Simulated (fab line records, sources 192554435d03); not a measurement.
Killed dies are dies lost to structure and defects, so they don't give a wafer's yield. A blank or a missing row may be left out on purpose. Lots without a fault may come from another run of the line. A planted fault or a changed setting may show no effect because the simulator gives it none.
Chamber matching | flow n5_finfet | N5_BEOL_M7_PECVD_70 on pecvd-03: 3 sister chambers
The step deposits SiO2 from TEOS/O2, target thk 20 nm, time 22.7 s. 6 wafers are shown with their chamber, then 7 later ones without.

WAFERS WITH THEIR CHAMBER
wafer  | chamber | throttle_valve_pct (%) | showerhead_plenum_p_Torr (Torr)
L115.1 | 1       | 25.1                   | 8.81
L115.3 | 0       | 23.0                   | 8.80
L118.4 | 2       | 21.6                   | 8.75
L118.5 | 0       | 22.7                   | 8.78
L122.2 | 2       | 21.4                   | 8.69
L122.3 | 1       | 25.0                   | 8.84

WAFERS WITHOUT THEIR CHAMBER
wafer  | throttle_valve_pct (%) | showerhead_plenum_p_Torr (Torr)
L122.5 | 21.3                   | 8.72
L120.2 | 22.6                   | 8.79
L120.3 | 21.2                   | 8.71
L120.6 | 21.6                   | 8.72
L121.3 | 22.8                   | 8.78
L121.4 | 21.6                   | 8.73
L121.5 | 22.8                   | 8.78

WHICH CHAMBER EACH WENT THROUGH
wafer  | from the rows above | in truth
L122.5 | 2                   | 2
L120.2 | 0                   | 0
L120.3 | 2                   | 2
L120.6 | 2                   | 2
L121.3 | 0                   | 0
L121.4 | 2                   | 2
L121.5 | 0                   | 0
Placed correctly: 7 of 7. Can't be placed from these rows: 0. Placed wrongly: 0.
How it was worked out, from the rows above alone: a wafer's distance from a chamber is the root of the sum, over the readings, of the square of ((its reading less the chamber's mean) divided by the reading's scatter). The wafer belongs to the nearest chamber; if the next one is less than 2 further off, it can't be placed. A chamber's mean is the mean of its shown wafers. The scatter: the root of (the sum of the squares of (reading less its chamber's mean) over the shown wafers, divided by (wafers less chambers)).
